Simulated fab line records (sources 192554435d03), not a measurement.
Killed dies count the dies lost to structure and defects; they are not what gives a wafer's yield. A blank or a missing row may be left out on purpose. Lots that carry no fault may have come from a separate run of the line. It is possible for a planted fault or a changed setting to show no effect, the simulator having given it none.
A struck lot beside a sound one | flow n5-finfet | 39 out of 1938 route steps
Sound: wafers L287.1, L287.4, L287.5. Wafers L280.2, L280.4, L280.6 were the ones struck. The cause is given at the end.
Per side, at each step with rows, come the tool, then ch with its chambers, and then its first start. Under that, the readings that differ: sound wafers | struck wafers | difference of the means | sigmas: that difference in standard deviations of wafers without a fault.
alike: readings whose means differ by less than 2 such deviations, and words and numbers that are the same on both sides. not compared: withheld readings, readings that some wafer has no value for, bounds like >300 that may hide the same value, and numbers for which the record gives no deviation and whose values overlap.
A row with sigmas, a row that says differs or no value, or rows on one side alone: a step with any of these is where the two part. Numbers that don't overlap but have no deviation are shown without sigmas and don't part them. A reading that every wafer of one side lacks parts them only if that side has two wafers or more.

first, 12 steps without rows for these wafers: N5_HKMG_FIN_DESCUM_53 (chemistry O2, time 7.9 s); N5_HKMG_FIN_ETCH_54 (etches SiARC in CF4, target depth 45.5 nm, time 75.8 s); N5_HKMG_FIN_ETCH_55 (etches SOC in N2/H2, target depth 240 nm, time 300 s); N5_HKMG_FIN_STRIP_56 (strips in N2/H2); N5_HKMG_FIN_STRIP_57 (strips in CF4); N5_HKMG_FIN_ETCH_58 (etches SOC in N2/H2, target depth 215.8 nm, time 741 s); N5_HKMG_FIN_STRIP_93 (strips SOC in N2/H2, time 20 s); N5_HKMG_FIN_WET_ETCH_76 (etches Al2O3 in dNH4OH, stops on La2O3, target depth 2.25 nm, rinse time 30 s); N5_HKMG_FIN_STRIP_60 (strips in N2/H2, time 360 s); N5_HKMG_FIN_WET_ETCH_77 (etches La2O3 in dHCl, stops on HfO2, target depth 2 nm); N5_HKMG_FIN_WET_ETCH_78 (etches Al2O3 in dNH4OH, stops on La2O3, target depth 4.5 nm, rinse time 30 s); N5_HKMG_FIN_ALD_79 (deposits TiN, target thk 1.5 nm, pulse time 1 s, purge time 3 s).
N5_HKMG_FIN_CVD_62: deposits a-Si from Si2H6, target thk 3 nm, time 20.8 s.
  sound on thermal-cvd-si-01 ch 1,2, day 8 06:51; struck on thermal-cvd-si-02 ch 0,2, day 6 01:46
  no value came back on the struck wafers for chamber-pressure-Torr (Torr), heater-power-outer-w (W), heater-power-w (W); on the sound wafers chamber-pressure-Torr (Torr) reads 1.0023 1.0000 1.0026
  not compared: since-wet-clean-h
then, 25 steps without rows for these wafers: N5_HKMG_FIN_RTA_80 (time 2 s); N5_HKMG_FIN_PRECLEAN_64 (cleans in dHF, time 30 s); N5_HKMG_FIN_WET_ETCH_65 (etches a-Si in TMAH, stops on TiN, time 49 s, target depth 3 nm); N5_HKMG_FIN_WET_ETCH_81 (etches TiN in SC1, stops on HfO2, time 57 s, target depth 6 nm); N5_HKMG_FIN_WET_ETCH_82 (etches La2O3 in dHCl, stops on HfO2, target depth 2 nm, rinse time 30 s); N5_HKMG_FIN_ALD_36 (deposits TiN, target thk 1 nm, pulse time 1 s, purge time 3 s); N5_HKMG_FIN_PWFM_ALD_03 (deposits TiN, target thk 2 nm, pulse time 1 s, purge time 3 s); N5_HKMG_FIN_COAT_29 (time 60 s, resist thk 300 nm); N5_HKMG_FIN_COAT_30 (time 60 s, resist thk 35 nm); N5_HKMG_FIN_COAT_06 (resist thk 90 nm); N5_HKMG_FIN_EBR_08; N5_HKMG_FIN_SOFTBAKE_07 (time 60 s); N5_HKMG_FIN_EXPOSE_09 (exposes mask NWFM); N5_HKMG_FIN_PEB_10 (peb time 60 s); N5_HKMG_FIN_DEVELOP_11 (develop time 30 s); N5_HKMG_FIN_DESCUM_17 (chemistry O2, time 7.9 s); N5_HKMG_FIN_ETCH_31 (etches SiARC in CF4, target depth 45.5 nm, time 75.8 s); N5_HKMG_FIN_ETCH_32 (etches SOC in N2/H2, target depth 240 nm, time 300 s); N5_HKMG_FIN_STRIP_33 (strips in N2/H2); N5_HKMG_FIN_STRIP_34 (strips in CF4); N5_HKMG_FIN_ETCH_35 (etches SOC in N2/H2, target depth 215.8 nm, time 243.4 s); N5_HKMG_FIN_STRIP_92 (strips SOC in N2/H2, time 20 s); N5_HKMG_FIN_WET_ETCH_18 (etches TiN in SC1, time 55 s, target depth 5.2 nm, rinse time 30 s); N5_HKMG_FIN_STRIP_19 (strips in N2/H2, time 360 s); N5_HKMG_FIN_ALD_91 (deposits TiN, target thk 1 nm, pulse time 1 s, purge time 3 s).
-- a jump in the record: the struck wafers' starts before and after are 4 days apart (it breaks off in module HKMG_FIN and resumes in module BEOL_M4, where the first step shown is number 1111 of the route) --
N5_BEOL_M4_RC_MEAS_101:
  sound on prober-01 ch 0, day 12 15:15; struck on prober-01 ch 0, day 9 22:51
  reading            | sound                | struck               | difference | sigmas
  EOT_N              | 10.51 10.55 10.57    | 11.86 11.94 11.87    | +1.35      | +16
  EOT_P              | 10.46 10.42 10.47    | 11.95 11.78 11.81    | +1.40      | +15
  IGATE_N (nA/um)    | 0.0129 0.0117 0.0127 | 0.0025 0.0027 0.0028 | -0.0098    | -7
  IGATE_P (nA/um)    | 0.0039 0.0035 0.0038 | 0.0008 0.0009 0.0009 | -0.0029    | -7
  IOFF_P (nA/um)     | 0.196 0.216 0.210    | 0.358 0.301 0.313    | +0.117     | +4
  IOFF_P_85C (nA/um) | 3.5 3.7 3.6          | 5.6 4.8 4.9          | +1.5       | +4
  IOFF_P_LIN (nA/um) | 0.092 0.098 0.096    | 0.165 0.144 0.147    | +0.057     | +5
  ION_N (uA/um)      | 684 688 679          | 668 656 664          | -21        | -3
  VT_P (mV)          | -253 -255 -252       | -238 -242 -242       | +13        | +4
  alike: DIBL_N, DIBL_P, IOFF_N, IOFF_N_LIN, ION_P, SS_N, SS_P, VT_N

WHERE THEY PART
Earliest at N5_HKMG_FIN_CVD_62; latest, in this record, at N5_BEOL_M4_RC_MEAS_101.

WHY: what had been put in by the simulator
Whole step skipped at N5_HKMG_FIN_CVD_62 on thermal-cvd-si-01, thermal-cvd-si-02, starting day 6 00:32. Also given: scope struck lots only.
